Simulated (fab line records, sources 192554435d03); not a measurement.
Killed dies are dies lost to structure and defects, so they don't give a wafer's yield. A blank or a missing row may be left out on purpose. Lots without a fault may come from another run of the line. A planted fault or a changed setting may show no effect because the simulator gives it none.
Chamber matching | flow n5_finfet | N5_HKMG_FIN_HK_ALD_01 on ald_hk-02: 4 sister chambers
The step deposits HfO2, target thk 1.6 nm, pulse time 3 s, purge time 3 s. 8 wafers are shown with their chamber, then 7 later ones without.

WAFERS WITH THEIR CHAMBER
wafer  | chamber | precursor_pulse_height_rel
L077.4 | 1       | 0.971
L077.5 | 0       | 1.044
L077.6 | 3       | 1.005
L083.2 | 3       | 1.012
L083.3 | 2       | 1.009
L083.6 | 0       | 1.009
L090.2 | 2       | 0.992
L090.4 | 1       | 1.006

WAFERS WITHOUT THEIR CHAMBER
wafer  | precursor_pulse_height_rel
L090.6 | 1.002
L092.1 | 1.008
L092.2 | 1.002
L092.4 | 0.990
L093.2 | 1.011
L093.4 | 1.002
L093.6 | 0.981

WHICH CHAMBER EACH WENT THROUGH
wafer  | from the rows above               | in truth
L090.6 | can't be placed: 2 or 3 or 1 or 0 | 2
L092.1 | can't be placed: 3 or 2 or 0 or 1 | 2
L092.2 | can't be placed: 2 or 3 or 1 or 0 | 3
L092.4 | can't be placed: 1 or 2 or 3 or 0 | 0
L093.2 | can't be placed: 3 or 2 or 0 or 1 | 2
L093.4 | can't be placed: 2 or 3 or 1 or 0 | 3
L093.6 | can't be placed: 1 or 2 or 3      | 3
Placed correctly: 0 of 7. Can't be placed from these rows: 7 (the true chamber is among the candidates in 7). Placed wrongly: 0.
How it was worked out, from the rows above alone: a wafer's distance from a chamber is the root of the sum, over the readings, of the square of ((its reading less the chamber's mean) divided by the reading's scatter). The wafer belongs to the nearest chamber; if the next one is less than 2 further off, it can't be placed. A chamber's mean is the mean of its shown wafers. The scatter: the root of (the sum of the squares of (reading less its chamber's mean) over the shown wafers, divided by (wafers less chambers)).
